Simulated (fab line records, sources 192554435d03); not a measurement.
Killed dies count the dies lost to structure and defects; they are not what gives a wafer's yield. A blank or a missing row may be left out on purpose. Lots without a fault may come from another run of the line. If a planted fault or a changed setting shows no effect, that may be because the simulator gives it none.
A lot that was struck, set against a sound lot    flow n5 finfet    25 steps out of a route of 1938
Sound: these wafers, L377.2, L377.4, L377.6. Wafers struck: L363.1, L363.2, L363.4. The cause is given at the end.
At each step with rows: each side's tool, then ch and its chambers, then its first start. Under that, the readings that differ: sound wafers    struck wafers    difference of the means    sigmas: that difference in standard deviations of wafers without a fault.
alike: same words and numbers on both sides, and readings whose means sit less than 2 such deviations apart. not compared: any withheld reading, any reading some wafer has no value for, any bound like >300 that may hide the same value, and any number with overlapping values for which the record gives no deviation.
A row with sigmas, a row that says differs or no value, or rows on one side alone: a step with any of these is where the two part. Numbers that don't overlap but have no deviation are shown without sigmas and don't part them. A reading missing from all wafers of one side parts the sides only when that side holds two or more wafers.

first, 10 steps without rows for these wafers: N5_BEOL_M11_DESCUM_33 (chemistry O2, time 7.9 s); N5_BEOL_M11_ETCH_65 (etches SiARC in CF4, target depth 39 nm, time 65 s); N5_BEOL_M11_ETCH_66 (etches SOC in N2/H2, target depth 120 nm, overetch 24 nm, time 180 s); N5_BEOL_M11_STRIP_69 (strips in N2/H2); N5_BEOL_M11_VIA_ETCH_34 (etches SiCOH lowk in C4F6/O2, target depth 184.5 nm, time 69.2 s); N5_BEOL_M11_STRIP_73 (strips in C4F6/O2); N5_BEOL_M11_STRIP_36 (strips in N2/H2); N5_BEOL_M11_TRENCH_ETCH_37 (etches SiCOH lowk in C4F6/O2, target depth 148.83 nm, time 48 s); N5_BEOL_M11_ETCH_41 (etches SiCN in CH3F/O2, target depth 42.6 nm, time 86 s); N5_BEOL_M11_STRIP_77 (strips in N2/H2, time 10 s).
N5_BEOL_M11_HM_STRIP_39: strips TiN in peroxide tin strip, target depth 25 nm, time 158 s.
  sound on wet bench-06 ch 0,1,6, day 17 02:28; struck on wet bench-03 ch 0,4,7, day 13 15:11
  no value came back on the struck wafers for bath guard temp C (C), bath heat duty pct (%); on the sound wafers bath guard temp C (C) reads 50.0 50.3 49.8
reading                                      sound  struck      difference  sigmas
model.TiN_of_BEOL_M11_HM_DEP_02.thk nm (nm)  0 0 0  15.8 16 16  +15.9       
then, 1 step without rows for these wafers: N5_BEOL_M11_SRD_40 (time 30 s).
N5_BEOL_M11_PRECLEAN_42: cleans in residue remover, time 60 s.
  sound on wet bench-06 ch 0,1,6, day 17 02:32; struck on wet bench-03 ch 0,4,7, day 13 15:16
reading                                      sound  struck   difference  sigmas
model.TiN_of_BEOL_M11_HM_DEP_02.thk nm (nm)  0 0 0  4.8 5 5  +4.9        
then, 10 steps without rows for these wafers: N5_BEOL_M11_SRD_43 (time 30 s); N5_BEOL_M11_CURE_72 (cures SiCOH lowk, time 120 s); N5_BEOL_M11_DEGAS_44 (time 60 s); N5_BEOL_M11_PRE_CLEAN_45 (time 30 s); N5_BEOL_M11_ALD_74 (deposits TaN, target thk 2 nm, pulse time 2 s, purge time 3 s); N5_BEOL_M11_SURFACE_TREAT_76; N5_BEOL_M11_CVD_75 (deposits Co from CCTBA/H2, target thk 2 nm, time 138.9 s); N5_BEOL_M11_SPUTTER_48 (material Cu, target thk 12 nm, time 2 s); N5_BEOL_M11_ECD_50 (material Cu, target thk 318 nm); N5_BEOL_M11_ANNEAL_51 (time 90 s).
N5_BEOL_M11_CMP_52: polishes, stops on SiCOH lowk, t overpolish 7 s, target thk 140 nm.
  sound on cmp-03 ch 1,2,3, day 17 06:19; struck on cmp-03 ch 0,1,3, day 13 19:21
reading                       sound           struck          difference  sigmas
barrier field endpoint s (s)  29.0 28.9 29.2  35.8 35.1 35.6  +6.5        +11
  alike: motor current A
  not compared: pad life wafers
N5_PASSIVATION_PROBE_49:
  sound on prober-01 at day 19 03:40; struck on prober-01 at day 15 14:07
  alike: defect limited yield, killed_at_M0_to_M3, killed_at_M4_up, killed at contacts, killed at front end, killed at other, killed dies, killed on rim, killed open, killed short, sort_bin_5_function, sort_bin_6_memory, sort n pass, sort yield pct

## WHERE THEY PART
First at N5_BEOL_M11_HM_STRIP_39; last, within this record, at N5_BEOL_M11_CMP_52. Later steps at which nothing parts them and some readings are alike: N5_PASSIVATION_PROBE_49.

WHY: the cause the simulator had injected
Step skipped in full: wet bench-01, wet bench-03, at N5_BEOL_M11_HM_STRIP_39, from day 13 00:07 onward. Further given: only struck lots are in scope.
